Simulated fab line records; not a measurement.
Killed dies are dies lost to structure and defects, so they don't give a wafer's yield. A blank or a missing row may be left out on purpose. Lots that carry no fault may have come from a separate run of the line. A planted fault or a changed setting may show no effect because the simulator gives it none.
Problem report, 8D (eight disciplines) form, completed by code | flow n5_finfet | the parts of the form that need people (team, actions taken, sign-off) are left out

== 1. THE ISSUE ==
Wafers without a fault read 185.1 W, standard deviation 0.57; bias_w at N5_BEOL_M11_TRENCH_ETCH_37 reads a mean of 169.8 W on 6 wafers belonging to 2 lots. That puts it -27 standard deviations away from the usual mean.
The step: etches SiCOH lowk in C4F6/O2, target depth 148.83 nm, time 48 s.
The first sign was on wafer L973.1 at day 21 01:25, on rie_diel-04. Wafers with a number at this step in the record: 18, from 6 lots. The rule behind "out" and "out of limits": a value lying over 4 standard deviations away from the usual mean. The rest of the wafers with a number are treated as sound.

== 2. WHAT IT IS AND WHAT IT IS NOT ==
question                    | is                     | is not
which readings at this step | bias_w                 | drypump_motor_current_A, oes_product_au
which lots                  | L973, L976             | L964, L968, L980, L981
which wafers of those lots  | all that have a number | -
read on which tools         | rie_diel-04            | rie_diel-01, rie_diel-05
when                        | from day 21 01:25      | up to then (6 sound wafers); but 6 sound wafers of L980, L981 came after

== 3. WHAT RULES OUT EACH SUSPECT ==
Counting: any tool at a process step up to the reading is kept as a suspect provided that every lot that is out went through it and no sound lot did after the first of them.
- rie_diel-04 at N5_BEOL_M11_DESCUM_33 (chemistry O2, time 7.9 s): kept. It ran every lot that is out, first L973 (day 21 01:07), and no sound lot after that; its last sound lot up to then is L968 (day 18 17:11).
- rie_diel-04 at N5_BEOL_M11_ETCH_65 (etches SiARC in CF4, target depth 39 nm, time 65 s): kept. It ran every lot that is out, first L973 (day 21 01:08), and no sound lot after that; its last sound lot up to then is L968 (day 18 17:14).
- rie_diel-04 at N5_BEOL_M11_ETCH_66 (etches SOC in N2/H2, target depth 120 nm, overetch 24 nm, time 180 s): kept. It ran every lot that is out, first L973 (day 21 01:11), and no sound lot after that; its last sound lot up to then is L968 (day 18 17:17).
- rie_diel-04 at N5_BEOL_M11_VIA_ETCH_34 (etches SiCOH lowk in C4F6/O2, target depth 184.5 nm, time 69.2 s): kept. It ran every lot that is out, first L973 (day 21 01:19), and no sound lot after that; its last sound lot up to then is L968 (day 18 17:24).
- rie_diel-04 at N5_BEOL_M11_TRENCH_ETCH_37 (etches SiCOH lowk in C4F6/O2, target depth 148.83 nm, time 48 s): kept. It ran every lot that is out, first L973 (day 21 01:25), and no sound lot after that; its last sound lot up to then is L968 (day 18 17:30). Its own bias_w readings are out on those wafers.
Left after counting: rie_diel-04 at N5_BEOL_M11_DESCUM_33, rie_diel-04 at N5_BEOL_M11_ETCH_65, rie_diel-04 at N5_BEOL_M11_ETCH_66, rie_diel-04 at N5_BEOL_M11_VIA_ETCH_34, rie_diel-04 at N5_BEOL_M11_TRENCH_ETCH_37.

== 4. THE CAUSE (what the simulator had put in) ==
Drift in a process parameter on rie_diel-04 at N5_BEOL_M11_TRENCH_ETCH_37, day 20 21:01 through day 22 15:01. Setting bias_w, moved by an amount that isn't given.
Of the 5 suspects that counting leaves, this tool is one.

== 5. SEQUENCE OF EFFECTS, ordered by route ==
One row per reading whose mean, taken over the struck wafers that have a number, lies over 3 standard deviations from the usual. Scope: only readings with a usual standard deviation given in the record; hours: median across lots of the time from each lot's start at the first step in this table that gives one to its start at this step; sigmas: change in usual standard deviations.
hours | step                       | reading | usual   | on struck wafers | change | sigmas
0     | N5_BEOL_M11_TRENCH_ETCH_37 | bias_w  | 185.1 W | 169.8            | -15.3  | -27
Here are the process steps it includes:
- N5_BEOL_M11_TRENCH_ETCH_37: etches SiCOH lowk in C4F6/O2, target depth 148.83 nm, time 48 s.

== 6. HOW IT WOULD HAVE BEEN CAUGHT EARLIER ==
The fault began at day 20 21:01; the first out-of-limits reading in this record came at day 21 01:25, 4 hours later.
